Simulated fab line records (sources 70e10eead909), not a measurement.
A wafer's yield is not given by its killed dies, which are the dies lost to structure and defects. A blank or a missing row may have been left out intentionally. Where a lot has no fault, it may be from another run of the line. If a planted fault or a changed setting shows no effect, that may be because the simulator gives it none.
fab line records | flow nand_harc
record lots=6 | wafers=18 | last_day=25
route steps=1159 shown THIN_TSV@1117
lots that met no fault: from a run of the same line without faults
start_h: hours from the record's opening day to when the first of the lot's shown wafers began | wait_h: hours elapsed since this lot's preceding step | " the same as in the row above | L1.1+2: one row covering several wafers at once | - either no value or no given start | * or withheld: withheld | < > ~ a bound
route shown NAME@n: NAME is a module with steps in the file, n the number in the route of the first one | usual: mean/standard deviation of fault-free wafers | same: alike in all rows | chamber/n: place in a boat | sites: per-site readings | _std_site: how widely they spread, as a standard deviation | _edge_site: outer sites' mean less inner sites' | radius_mm: for every site, how far away it sits from the centre of the wafer | mask NAME#n: copy n | behind: tool/chamber where the wafer was last shaped | hold: what put the lot on hold/how long, in hours/how the hold closed | device: the transistor (n, p or np) that didn't switch | end of line: the route-end tests of the same wafers | where a step has no rows: the recipe by itself | killed: the dies lost at the first sort to structure and to defects; this is not the yield of the wafer | map: per-die view of a wafer (x killed, . not killed, _ where there is no die)
set.NAME: the setting the step ran with; set.NAME@STEP: the setting that earlier step ran with | model.NAME: the simulator's own value behind a step, which no gauge read
certain route steps with their lots: each step a table, each wafer a row
services: when a tool's chamber went out of use (start_h, in hours from the record's first day, below 0 if earlier), for how many hours, and the reason
## steps
# step NHARC_THIN_TSV_HARDBAKE_13
# recipe temp_c=125 | time_s=80
# step NHARC_THIN_TSV_DESCUM_14
# recipe time_s=3 | o2_flow_sccm=200 | ar_flow_sccm=0 | bias_power_w=0 | chemistry=O2
# step NHARC_THIN_TSV_ETCH_44
# recipe target_depth_a=15942 | time_s=797.1 | cf4_flow_sccm=150 | o2_flow_sccm=10 | ar_flow_sccm=0 | rf_w=300 | bias_w=800 | chemistry=CF4/O2
# usual cf4_flow_sccm=149.9/0.45 | drypump_motor_current_A=5.7/0.63 | mfc_ar_sccm=0.008/0.012 | oes_product_au=0.999/0.0076 | rf_vpp_V=792/4.4 | showerhead_plenum_p_Torr=1.79/0.068 | throttle_valve_pct=16.916/0.0088
lot.wafer | tool        | chamber | start_h | wait_h | cf4_flow_sccm | drypump_motor_current_A | mfc_ar_sccm | oes_product_au | rf_hours_counter_h | rf_vpp_V | showerhead_plenum_p_Torr | throttle_valve_pct
L205.4    | rie_diel-05 | 1       | 483.29  | 0.1    | 150.6         | 6.4                     | 0.035       | 1.003          | 16                 | 798      | 1.89                     | 16.925
L205.6    | "           | 1       | "       | "      | 149.8         | 6.4                     | 0.035       | 1.005          | -                  | 798      | 1.89                     | 16.917
L205.5    | "           | 2       | "       | "      | 149.6         | 4.7                     | 0           | 0.999          | -                  | 789      | 1.74                     | 16.912
L211.3    | rie_diel-04 | 3       | 494.40  | 0.1    | 150.5         | 5.2                     | 0           | 1.000          | 1                  | 803      | 1.95                     | 16.911
L211.2    | "           | 1       | "       | "      | 151.5         | 6.6                     | 0           | 0.997          | 1                  | 792      | 1.80                     | 16.916
L211.1    | "           | 2       | "       | "      | 150.3         | 5.7                     | 0.036       | 0.993          | 1                  | 787      | 1.72                     | 16.908
L209.2    | rie_diel-08 | 2       | 511.13  | 0.2    | 150.1         | 5.3                     | 0           | 1.018          | 2                  | 789      | 1.77                     | 16.936
L209.3    | "           | 3       | "       | "      | 149.3         | 5.7                     | 0           | 0.995          | 1                  | 794      | 1.83                     | 16.926
L209.6    | "           | 0       | "       | "      | 150.1         | 6.3                     | 0           | 0.999          | -                  | 794      | 1.81                     | 16.911
L213.3    | rie_diel-08 | 0       | 533.70  | 0.2    | 149.6         | 6.3                     | 0           | 1.000          | 3                  | 793      | 1.81                     | 16.934
L213.6    | "           | 1       | "       | "      | 149.9         | 5.9                     | 0.013       | 1.007          | -                  | 789      | 1.72                     | 16.924
L213.5    | "           | 2       | "       | "      | 149.6         | 5.4                     | 0           | 1.015          | -                  | 791      | 1.77                     | 16.907
L212.4    | rie_diel-05 | 3       | 535.81  | 0.1    | 149.4         | 6.4                     | 0.011       | 1.013          | 1                  | 794      | 1.83                     | 16.923
L212.3    | "           | 0       | "       | "      | 150.2         | 4.7                     | 0           | 0.996          | 1                  | 787      | 1.74                     | 16.910
L212.6    | "           | 0       | "       | "      | 150.2         | 4.7                     | 0           | 0.999          | -                  | 788      | 1.74                     | 16.930
L220.3    | rie_diel-04 | 3       | 565.81  | 0.2    | 150.0         | 5.2                     | 0           | 1.005          | 7                  | 804      | 1.95                     | 16.923
L220.5    | "           | 1       | "       | "      | 150.3         | 6.6                     | 0           | 0.998          | -                  | 791      | 1.80                     | 16.912
L220.6    | "           | 2       | "       | "      | 149.6         | 5.7                     | 0.036       | 0.990          | -                  | 788      | 1.72                     | 16.918
# step NHARC_THIN_TSV_ETCH_15
# recipe target_depth_a=30000 | bosch_target_overetch_cycles=2 | bosch_etch_step_s=2.8 | bosch_dep_step_s=1.2 | bosch_cycles=14
# usual drypump_motor_current_A=5.4/0.53
lot.wafer | tool      | chamber | start_h | wait_h | drypump_motor_current_A | rf_hours_counter_h
L205.4    | rie_si-04 | 0       | 483.88  | -      | 4.6                     | 0.2
L205.6    | "         | 3       | "       | "      | 5.6                     | -
L205.5    | "         | 0       | "       | "      | 4.6                     | -
L211.1    | rie_si-04 | 1       | 494.97  | -      | 6.0                     | 0.3
L211.2    | "         | 2       | "       | "      | 4.7                     | 0.3
L211.3    | "         | 0       | "       | "      | 4.6                     | 0.3
L209.3    | rie_si-04 | 0       | 511.59  | -      | 4.6                     | 0.5
L209.2    | "         | 2       | "       | "      | 4.7                     | 0.5
L209.6    | "         | 1       | "       | "      | 5.9                     | -
L213.3    | rie_si-04 | 2       | 534.12  | -      | 4.7                     | 0.7
L213.6    | "         | 1       | "       | "      | 5.9                     | -
L213.5    | "         | 2       | "       | "      | 4.7                     | -
L212.4    | rie_si-05 | 0       | 536.40  | -      | 5.2                     | 1.1
L212.3    | "         | 1       | "       | "      | 5.2                     | 0.9
L212.6    | "         | 2       | "       | "      | 5.9                     | -
L220.3    | rie_si-01 | 2       | 566.30  | -      | 5.3                     | 0.6
L220.6    | "         | 0       | "       | "      | 5.2                     | -
L220.5    | "         | 1       | "       | "      | 6.5                     | -
# step NHARC_THIN_TSV_CD_MEAS_16
# usual cd_nm=999.4/2
lot.wafer | tool      | chamber | start_h | wait_h | cd_nm
L205.4    | cd_sem-03 | -       | 484.02  | 0.1    | 1002.3
L205.5    | "         | -       | "       | "      | 1002.3
L205.6    | "         | -       | "       | "      | 1001.4
L211.1    | cd_sem-03 | -       | 495.11  | 0.1    | 999.2
L211.2    | "         | -       | "       | "      | 1003.7
L211.3    | "         | -       | "       | "      | 999.9
L209.2    | cd_sem-03 | -       | 511.74  | 0.1    | 999.4
L209.3    | "         | -       | "       | "      | 999.6
L209.6    | "         | -       | "       | "      | 1001.7
L213.3    | cd_sem-01 | -       | 534.26  | 0.1    | 1001.6
L213.5    | "         | -       | "       | "      | 1000.0
L213.6    | "         | -       | "       | "      | 999.4
L212.3    | cd_sem-03 | -       | 536.53  | 0.1    | 997.9
L212.4    | "         | -       | "       | "      | 996.1
L212.6    | "         | -       | "       | "      | 1002.1
L220.3    | cd_sem-01 | -       | 566.42  | 0.1    | 1002.9
L220.5    | "         | -       | "       | "      | 998.5
L220.6    | "         | -       | "       | "      | 1001.3
# step NHARC_THIN_TSV_STRIP_45
# recipe power_w=1500 | temp_c=250 | chemistry=O2
# step NHARC_THIN_TSV_STRIP_46
# recipe time_s=1200 | temp_c=72.5 | chemistry=post_etch_residue_remover
# step NHARC_THIN_TSV_DEP_47
# recipe target_thk_a=2000 | temp_c=withheld | pressure_torr=6.5 | rf_w=900 | teos_flow_sccm=161.4 | flow_sccm=2650 | target_thk_nm=200 | gas=O2 | material=SiO2
# step NHARC_THIN_TSV_ETCHBACK_48
# recipe target_depth_a=10285 | over_etch_frac=0.3 | time_s=405.17 | ion_energy_ev=250 | c4f8_flow_sccm=withheld | ar_flow_sccm=withheld | rf_w=600 | bias_w=300 | chemistry=C4F8/Ar
# usual oes_product_au=0.941/0.027 | rf_vpp_V=545/3.5
lot.wafer | tool        | chamber | start_h | wait_h | oes_product_au | rf_hours_counter_h | rf_vpp_V
L205.4    | rie_diel-05 | 0       | 485.36  | -      | 0.928          | 16                 | 544
L205.6    | "           | 2       | "       | "      | 0.930          | -                  | 541
L205.5    | "           | 3       | "       | "      | 0.936          | -                  | 546
L211.1    | rie_diel-04 | 1       | 496.41  | -      | 0.965          | 1                  | 546
L211.2    | "           | 2       | "       | "      | 0.949          | 1                  | 541
L211.3    | "           | 3       | "       | "      | 0.956          | 1                  | 553
L209.2    | rie_diel-05 | 1       | 513.16  | -      | 0.930          | 19                 | 550
L209.3    | "           | 2       | "       | "      | 0.919          | 19                 | 543
L209.6    | "           | 3       | "       | "      | 0.926          | -                  | 546
L213.3    | rie_diel-08 | 2       | 535.53  | -      | 0.928          | 3                  | 545
L213.6    | "           | 2       | "       | "      | 0.932          | -                  | 544
L213.5    | "           | 3       | "       | "      | 0.916          | -                  | 547
L212.4    | rie_diel-04 | 3       | 537.80  | -      | 0.932          | 4                  | 552
L212.3    | "           | 0       | "       | "      | 0.920          | 5                  | 543
L212.6    | "           | 0       | "       | "      | 0.922          | -                  | 543
L220.3    | rie_diel-08 | 3       | 568.36  | -      | 0.929          | 5                  | 547
L220.5    | "           | 1       | "       | "      | 0.928          | -                  | 543
L220.6    | "           | 2       | "       | "      | 0.929          | -                  | 543
# step NHARC_THIN_TSV_STRIP_62
# recipe power_w=1500 | temp_c=250 | time_s=20 | chemistry=N2/H2
# step NHARC_THIN_TSV_DEGAS_49
# recipe temp_c=300 | time_s=120
# usual heater_power_w=457/45
lot.wafer | tool           | chamber | start_h | wait_h | heater_power_w
L205.4    | pvd_sputter-01 | -       | 485.82  | 0.1    | 485
L205.5    | "              | -       | "       | "      | 481
L205.6    | "              | -       | "       | "      | 489
L211.1    | pvd_sputter-03 | -       | 496.91  | 0.1    | 472
L211.3    | "              | -       | "       | "      | 385
L211.2    | "              | -       | "       | "      | 502
L209.3    | pvd_sputter-01 | -       | 513.62  | 0.1    | 492
L209.2    | "              | -       | "       | "      | 489
L209.6    | "              | -       | "       | "      | 514
L213.3    | pvd_sputter-01 | -       | 536.07  | 0.1    | 503
L213.6    | "              | -       | "       | "      | 499
L213.5    | "              | -       | "       | "      | 486
L212.4    | pvd_sputter-02 | -       | 538.33  | 0.1    | 431
L212.3    | "              | -       | "       | "      | 371
L212.6    | "              | -       | "       | "      | 437
L220.3    | pvd_sputter-02 | -       | 568.83  | 0.1    | 426
L220.6    | "              | -       | "       | "      | 368
L220.5    | "              | -       | "       | "      | 434
# step NHARC_THIN_TSV_PRE_CLEAN_50
# recipe time_s=30 | temp_c=280 | gas=H2/He
# usual heater_power_w=403/39
lot.wafer | tool           | chamber | start_h | wait_h | heater_power_w
L205.4    | pvd_sputter-01 | -       | -       | -      | 433
L205.5    | "              | -       | "       | "      | 451
L205.6    | "              | -       | "       | "      | 405
L211.3    | pvd_sputter-03 | -       | -       | -      | 339
L211.1    | "              | -       | "       | "      | 433
L211.2    | "              | -       | "       | "      | 432
L209.3    | pvd_sputter-01 | -       | -       | -      | 420
L209.2    | "              | -       | "       | "      | 417
L209.6    | "              | -       | "       | "      | 429
L213.3    | pvd_sputter-01 | -       | -       | -      | 472
L213.5    | "              | -       | "       | "      | 429
L213.6    | "              | -       | "       | "      | 418
L212.3    | pvd_sputter-02 | -       | -       | -      | 384
L212.4    | "              | -       | "       | "      | 378
L212.6    | "              | -       | "       | "      | 431
L220.3    | pvd_sputter-02 | -       | -       | -      | 331
L220.6    | "              | -       | "       | "      | 385
L220.5    | "              | -       | "       | "      | 438
# step NHARC_THIN_TSV_PVD_19
# recipe target_thk_a=200 | chamber_pressure_pa=5 | material=TaN
# usual chamber_pressure_pa=5.000/0.011 | throttle_valve_pct=30.2/0.81
lot.wafer | tool           | chamber | start_h | wait_h | chamber_pressure_pa | throttle_valve_pct
L205.4    | pvd_sputter-01 | -       | 486.02  | -      | 4.988               | 30.3
L205.5    | "              | -       | "       | "      | 5.007               | 29.5
L205.6    | "              | -       | "       | "      | 5.001               | 32.0
L211.3    | pvd_sputter-03 | -       | 497.05  | -      | 4.993               | 31.0
L211.1    | "              | -       | "       | "      | 5.002               | 30.8
L211.2    | "              | -       | "       | "      | 4.990               | 29.8
L209.2    | pvd_sputter-01 | -       | 513.76  | -      | -                   | -
L209.3    | "              | -       | "       | "      | -                   | -
L209.6    | "              | -       | "       | "      | -                   | -
L213.3    | pvd_sputter-01 | -       | 536.28  | -      | -                   | -
L213.5    | "              | -       | "       | "      | -                   | -
L213.6    | "              | -       | "       | "      | -                   | -
L212.3    | pvd_sputter-02 | -       | 538.50  | -      | 4.998               | 28.8
L212.4    | "              | -       | "       | "      | 5.006               | 30.3
L212.6    | "              | -       | "       | "      | 4.987               | 28.8
L220.3    | pvd_sputter-02 | -       | 569.00  | -      | 4.989               | 30.1
L220.6    | "              | -       | "       | "      | 5.007               | 30.1
L220.5    | "              | -       | "       | "      | 4.990               | 29.6
# step NHARC_THIN_TSV_PVD_51
# recipe target_thk_a=1000 | chamber_pressure_pa=5 | material=Cu
## services
tool           | chamber | start_h | hours | kind
rie_diel-08    | 0       | 460.50  | 2.8   | repair
rie_si-04      | 0       | 462.00  | -     | clean
rie_si-04      | 1       | 462.00  | -     | clean
rie_si-04      | 2       | 462.00  | -     | clean
rie_si-04      | 3       | 462.00  | -     | clean
rie_diel-04    | -       | 465.90  | 9.0   | pm
rie_diel-04    | 0       | 465.90  | 9.0   | vent_cycle
rie_si-05      | 1       | 467.01  | 4.7   | repair
rie_si-01      | 0       | 467.97  | 3.3   | repair
rie_diel-08    | 2       | 468.44  | 9.8   | repair
rie_diel-08    | -       | 478.81  | 9.0   | pm
rie_si-01      | -       | 481.00  | 9.0   | pm
pvd_sputter-02 | -       | 487.12  | 0.6   | repair
rie_si-01      | 1       | 503.56  | 20.4  | repair
pvd_sputter-03 | -       | 509.94  | 3.9   | repair
pvd_sputter-01 | -       | 514.00  | 10.0  | pm
rie_diel-05    | -       | 517.61  | 9.0   | pm
pvd_sputter-02 | -       | 521.46  | 2.7   | repair
rie_si-04      | 1       | 537.96  | 4.4   | repair
rie_si-01      | 1       | 538.53  | 6.9   | repair
pvd_sputter-02 | -       | 546.47  | 12.8  | repair
rie_diel-05    | 1       | 550.67  | 3.6   | repair
rie_si-01      | 2       | 553.29  | 9.7   | repair
pvd_sputter-01 | -       | 553.47  | 0.7   | repair
## key
first_sign step=NHARC_THIN_TSV_PVD_19 | reading=tool_record | direction=missing
effect none on later readings
met_at NHARC_THIN_TSV_PVD_19
struck_wafers L209.2,L209.3,L209.6,L213.3,L213.5,L213.6
later_rows_left_out L209.2,L209.3,L209.6,L213.3,L213.5,L213.6
sort_left_out L209.2,L209.3,L209.6,L213.3,L213.5,L213.6
onset_between 486.02 513.76
fault kind=skipped_step_whole | tool=pvd_sputter-01 | chamber=- | onset_h=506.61 | steps=NHARC_THIN_TSV_PVD_19 | scope=struck_lots_only
# sort_left_out: the simulated sort isn't trusted on such a fault, so these wafers' sort isn't shown, and their yield isn't known
# later_rows_left_out: the simulator's readings of these wafers behind a module that went badly wrong aren't trusted and aren't shown, but for the sort
